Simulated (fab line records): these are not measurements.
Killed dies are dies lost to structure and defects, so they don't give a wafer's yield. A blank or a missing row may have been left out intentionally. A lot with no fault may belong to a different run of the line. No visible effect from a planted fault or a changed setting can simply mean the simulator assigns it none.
Matching of chambers -- flow nand_harc -- NHARC_A_BONDPAD_DEP_00 on pecvd-01 has 3 sister chambers
The step deposits SiCN, target thk 250 nm. 6 wafers are shown with their chamber, then 11 later ones without.

== WAFERS, EACH WITH ITS CHAMBER ==
wafer,chamber,heater_power_w (W),rf_fwd_power_W (W)
L079.3,2,508,448.1
L081.2,2,507,450.0
L081.3,0,588,449.4
L080.5,1,542,449.2
L080.6,0,570,449.9
L082.3,1,521,449.8

== WAFERS WITHOUT THEIR CHAMBER ==
wafer,heater_power_w (W),rf_fwd_power_W (W)
L082.4,504,448.4
L082.5,547,450.1
L093.3,548,448.7
L093.4,550,447.5
L093.5,530,451.8
L097.3,581,449.3
L097.4,515,449.9
L097.6,594,449.6
L096.3,512,449.2
L096.5,563,445.2
L096.6,584,447.2

== THE CHAMBER EACH PASSED THROUGH ==
wafer,from the rows above,in truth
L082.4,can't be placed: 2 or 1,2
L082.5,can't be placed: 1 or 0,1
L093.3,can't be placed: 1 or 0 or 2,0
L093.4,can't be placed: 1 or 0 or 2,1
L093.5,can't be placed: 1 or 2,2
L097.3,0,0
L097.4,can't be placed: 2 or 1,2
L097.6,0,0
L096.3,can't be placed: 2 or 1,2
L096.5,can't be placed: 0 or 1 or 2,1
L096.6,0,0
3 of 11 placed correctly. Not placeable from these rows: 8 (in 8, the candidates include the true chamber). 0 placed wrongly.
How it was worked out, from the rows above alone: a wafer's distance from a chamber is the root of the sum, over the readings, of the square of ((its reading less the chamber's mean) divided by the reading's scatter). The wafer belongs to the nearest chamber; if the next one is less than 2 further off, it can't be placed. For every chamber, the mean is computed from those of its wafers that are shown. The scatter is the square root of a quotient: the sum, over the shown wafers, of each reading's squared deviation from its chamber's mean, divided by wafers minus chambers.
